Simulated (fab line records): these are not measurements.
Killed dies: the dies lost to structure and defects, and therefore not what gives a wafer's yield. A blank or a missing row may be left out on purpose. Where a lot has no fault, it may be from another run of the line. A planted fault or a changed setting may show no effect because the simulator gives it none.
Split-lot experiment ; flow n5_finfet ; 21 wafers read from 7 lots, route of 1938 steps

THE SPLIT
At N5_BEOL_M6_HM_DEP_02 (deposits TiN, target thk 20 nm), the setting target_thk_a was moved away from the recipe's 200 angstrom on 11 of the 21 wafers read, by -11.6% to +13.3%. This setting was run at the recipe's value on the other wafers.

FROM THE SPLIT TO THE READING: what the file shows between them, 7 steps
- N5_BEOL_M6_EXPOSE_08: exposes mask M6 (also split here: dose_mj)
- N5_BEOL_M6_PEB_09: peb time 60 s
- N5_BEOL_M6_DEVELOP_10: develop time 30 s
- N5_BEOL_M6_CD_MEAS_11: target cd 38.5 nm
- N5_BEOL_M6_STRIP_68: strips in N2/H2
- N5_BEOL_M6_STRIP_67: strips in CF4
- N5_BEOL_M6_HM_OPEN_17: chemistry Cl2/BCl3, target TiN, target depth 20 nm, overetch 6 nm

THE READING
TiN_of_BEOL_M6_HM_DEP_02.thk_nm (the simulator's own value, which no gauge read), in nm, at N5_BEOL_M6_TRENCH_ETCH_37 (etches SiCOH lowk in C4F6/O2, target depth 94.435 nm, time 31.5 s). No usual value for it is given in the file. Average 17.3 nm, standard deviation 0.29 nm, over the 10 wafers here run with the recipe.

wafer;tool, chamber at the split;target_thk_a as run, angstrom;against the recipe;TiN_of_BEOL_M6_HM_DEP_02.thk_nm, nm;against lot-mates on the recipe
L074.1;pvd_sputter-03, -;200;recipe;17.6;-
L074.2;pvd_sputter-03, -;200;recipe;17.2;-
L074.6;pvd_sputter-03, -;200;recipe;17.2;-
L075.1;pvd_sputter-02, -;187.3;-6.3%;15.8;no lot-mate on the recipe
L075.4;pvd_sputter-02, -;187.3;-6.3%;16;no lot-mate on the recipe
L075.5;pvd_sputter-02, -;187.3;-6.3%;16.2;no lot-mate on the recipe
L076.2;pvd_sputter-03, -;226.5;+13.3%;20.2;no lot-mate on the recipe
L076.6;pvd_sputter-03, -;226.5;+13.3%;20.2;no lot-mate on the recipe
L076.3;pvd_sputter-03, -;226.5;+13.3%;20;no lot-mate on the recipe
L079.2;pvd_sputter-02, -;200;recipe;17.6;-
L079.3;pvd_sputter-02, -;176.8;-11.6%;15;-2.6
L079.4;pvd_sputter-02, -;176.8;-11.6%;14.8;-2.8
L080.3;pvd_sputter-03, -;200;recipe;17;-
L080.5;pvd_sputter-03, -;200;recipe;17.4;-
L080.6;pvd_sputter-03, -;178.7;-10.7%;15.2;-2.0
L092.1;pvd_sputter-03, -;200;recipe;17.8;-
L092.4;pvd_sputter-03, -;200;recipe;17.2;-
L092.5;pvd_sputter-03, -;218.5;+9.3%;19.2;+1.7
L096.2;pvd_sputter-03, -;200;recipe;16.8;-
L096.4;pvd_sputter-03, -;200;recipe;17.4;-
L096.6;pvd_sputter-03, -;210.3;+5.2%;18.4;+1.3

FIT RESULTS
A straight line over all 21 wafers: TiN_of_BEOL_M6_HM_DEP_02.thk_nm changes by +0.209 nm for each +1% of target_thk_a; r = +0.99; the points scatter about the line by 0.22 nm.
The same after taking each lot's own level away (the mean of its wafers on the recipe; 15 wafers): +0.214 nm for each +1%; r = +0.98; scatter 0.26 nm.
Per that fit: largest target_thk_a move, reading shift of 2.8 nm.
Across the lots, their own levels run from 17.10 to 17.60 nm, a range of 1.8 times the standard deviation given above.
Hence the lot-to-lot level has little effect on the slope; both slopes agree.
Check: -2.46 nm against its lot-mates is what the line predicts for one of the wafers moved furthest among these (-11.6%) when that wafer is left out of the fit. Against them it came out at -2.6 nm.

OTHER SPLITS ON THESE WAFERS
Note: prior to the reading, these wafers also went through further splits. Each is held against what the fit with the lots' levels taken away leaves over:
other split on the same wafers;wafers away from the commonest value;r with TiN_of_BEOL_M6_HM_DEP_02.thk_nm (lot level and that fit taken away)
N5_BEOL_M5_EXPOSE_08 dose_mj;6;+0.19
N5_BEOL_M6_EXPOSE_08 dose_mj;2;-

THE WHOLE CHAIN: every reading that the file lists as answering this split, in the file's order
step;what it does;reading;change (the file's fit);r (the file's)
N5_BEOL_M6_HM_DEP_02;deposits TiN, target thk 20 nm;TiN_of_BEOL_M6_HM_DEP_02.thk_nm (the simulator's own value, which no gauge read);+0.194 nm for each +1% of the setting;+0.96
N5_BEOL_M6_HM_OPEN_17;chemistry Cl2/BCl3, target TiN, target depth 20 nm, overetch 6 nm;etch.depth_nm (the simulator's own value, which no gauge read);+0.196 nm for each +1% of the setting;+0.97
N5_BEOL_M6_TRENCH_ETCH_37;etches SiCOH lowk in C4F6/O2, target depth 94.435 nm, time 31.5 s;TiN_of_BEOL_M6_HM_DEP_02.thk_nm (the simulator's own value, which no gauge read);+0.208 nm for each +1% of the setting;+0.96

FILE'S OWN FIT
TiN_of_BEOL_M6_HM_DEP_02.thk_nm changes by +0.208 nm for each +1% of target_thk_a, r = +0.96.
